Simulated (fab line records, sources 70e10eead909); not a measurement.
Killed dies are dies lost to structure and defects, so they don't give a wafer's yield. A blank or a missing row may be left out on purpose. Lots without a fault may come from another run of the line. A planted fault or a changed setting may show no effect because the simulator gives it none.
A struck lot beside a sound one | flow nand_harc | 25 steps out of a route of 1302
Sound: wafers L337.1, L337.4, L337.5. Struck: wafers L327.1, L327.5, L327.6. The cause comes at the end.
At each step with rows: each side's tool, then ch and its chambers, then its first start. Under that, the readings that differ: sound wafers | struck wafers | difference of the means | sigmas: that difference in standard deviations of wafers without a fault.
alike: readings whose means differ by less than 2 such deviations, and words and numbers that are the same on both sides. not compared: withheld readings, readings that some wafer has no value for, bounds like >300 that may hide the same value, and numbers for which the record gives no deviation and whose values overlap.
The two part at a step that has a row with sigmas, a row that says differs or no value, or rows on one side only. Numbers that don't overlap but have no deviation are shown without sigmas and don't part them. A reading that every wafer of one side lacks parts them only if that side has two wafers or more.

first, 8 steps without rows for these wafers: NHARC_A_CHANNEL_HOLE_D1_DEVELOP_09 (develop time 35 s); NHARC_A_CHANNEL_HOLE_D1_DESCUM_15 (chemistry O2, time 3 s); NHARC_A_CHANNEL_HOLE_D1_ETCH_38 (etches the open film in CF4, target depth 39 nm, time 65 s); NHARC_A_CHANNEL_HOLE_D1_ETCH_39 (etches the open film in N2/H2, target depth 260 nm, time 325 s); NHARC_A_CHANNEL_HOLE_D1_ETCH_34 (etches the open film in CF4/CHF3, target depth 154 nm, time 77 s); NHARC_A_CHANNEL_HOLE_D1_ETCH_16 (etches the open film in O2/COS, target depth 3100 nm, time 806 s); NHARC_A_CHANNEL_HOLE_D1_ETCH_19 (etches the open film in C4F8/O2/Ar, time 34.5 s); NHARC_A_CHANNEL_HOLE_D1_ETCH_20 (etches the open film in C4F8/O2/Ar, time 361.9 s, target depth 1600 nm).
NHARC_A_CHANNEL_HOLE_D1_ETCH_21: etches the open film in C4F8/O2/Ar, time 514.3 s, target depth 1600 nm.
  sound on har_etch-01 ch 1, day 16 14:19; struck on har_etch-01 ch 0,1, day 12 15:53
  no value came back on the struck wafers for any of 6 readings (c4f8_flow_sccm (sccm), chamber_pressure_mTorr (mTorr) and others); on the sound wafers c4f8_flow_sccm (sccm) reads 89.26 89.76 88.86
  not compared: rf_hours_counter_h
then, 9 steps without rows for these wafers: NHARC_A_CHANNEL_HOLE_D1_ETCH_22 (etches the open film in C4F8/O2/Ar, time 666.7 s, target depth 1600 nm); NHARC_A_CHANNEL_HOLE_D1_ETCH_23 (etches the open film in C4F8/O2/Ar, time 819 s, target depth 1600 nm); NHARC_A_CHANNEL_HOLE_D1_ETCH_24 (etches the open film in C4F8/O2/Ar, time 906.2 s, target depth 1500 nm); NHARC_A_CHANNEL_HOLE_D1_ETCH_25 (etches the open film in C4F8/O2/Ar, time 1040.2 s, target depth 1500 nm); NHARC_A_CHANNEL_HOLE_D1_ETCH_26 (etches the open film in C4F8/O2/Ar, time 224.1 s, target depth 300 nm); NHARC_A_CHANNEL_HOLE_D1_ETCH_33 (etches the open film in C4F8/O2/Ar, time 90 s, target depth 400 nm); NHARC_A_CHANNEL_HOLE_D1_STRIP_41 (strips in N2/H2); NHARC_A_CHANNEL_HOLE_D1_STRIP_42 (strips in CF4/CHF3); NHARC_A_CHANNEL_HOLE_D1_STRIP_43 (strips in O2/COS).
NHARC_A_CHANNEL_HOLE_D1_ETCH_44: etches the open film in CF4/O2, target depth 140 nm, overetch 14 nm, time 77 s.
  sound on rie_diel-08 ch 0,1,3, day 16 18:42; struck on rie_diel-09 ch 2,3, day 12 20:07
  reading                            | sound             | struck            | difference | sigmas
  model.A_CHANNEL_HOLE_D1.cd_nm (nm) | 89.23 87.73 89.76 | 97.11 97.65 100.9 | +9.65      |
  alike: bias_w, cf4_flow_sccm, drypump_motor_current_A, o2_flow_sccm, oes_product_au, rf_vpp_V, showerhead_plenum_p_Torr, throttle_valve_pct
  not compared: rf_hours_counter_h
then, 3 steps without rows for these wafers: NHARC_A_CHANNEL_HOLE_D1_STRIP_27 (strips in O2); NHARC_A_CHANNEL_HOLE_D1_PRECLEAN_28 (cleans in SC1); NHARC_A_CHANNEL_HOLE_D1_SRD_29.
NHARC_A_CHANNEL_HOLE_D1_CD_MEAS_30:
  sound on cd_sem-03, day 16 19:30; struck on cd_sem-02, day 12 20:55
  reading    | sound          | struck       | difference | sigmas
  cd_nm (nm) | 89.5 88.7 90.2 | 0.5 -0.7 0.1 | -89.5      | -81
NHARC_A_CHANNEL_HOLE_D1_XSEM_31:
  sound on xsem-02 ch 0, day 16 19:35; struck on xsem-02 ch 0, day 12 21:01
  reading            | sound          | struck         | difference | sigmas
  bot_cd_nm (nm)     | 74.0 72.8 74.8 | 0.3 0.0 0.0    | -73.8      | -61
  bow_nm (nm)        | 9.3 9.3 9.3    | 0.0 0.0 0.0    | -9.3       | -29
  tilt_deg (degrees) | 0.13 0.13 0.13 | 0.01 0.01 0.01 | -0.12      | -3
-- the record jumps here: 17 days lie between the struck wafers' starts before and after (it left off in module A_CHANNEL_HOLE_D1 and takes up again in module END, whose first step shown is number 1302 of the route) --
NHARC_END_SORT_01:
  the record has rows for the struck wafers here (prober-01 ch 0, day 29 20:29) and none for the sound ones

WHERE THEY PART
First at NHARC_A_CHANNEL_HOLE_D1_ETCH_21; last, within this record, at NHARC_END_SORT_01.

WHY: what the simulator had put in
Skipped step whole: har_etch-01, from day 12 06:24 on, at NHARC_A_CHANNEL_HOLE_D1_ETCH_21. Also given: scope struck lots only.
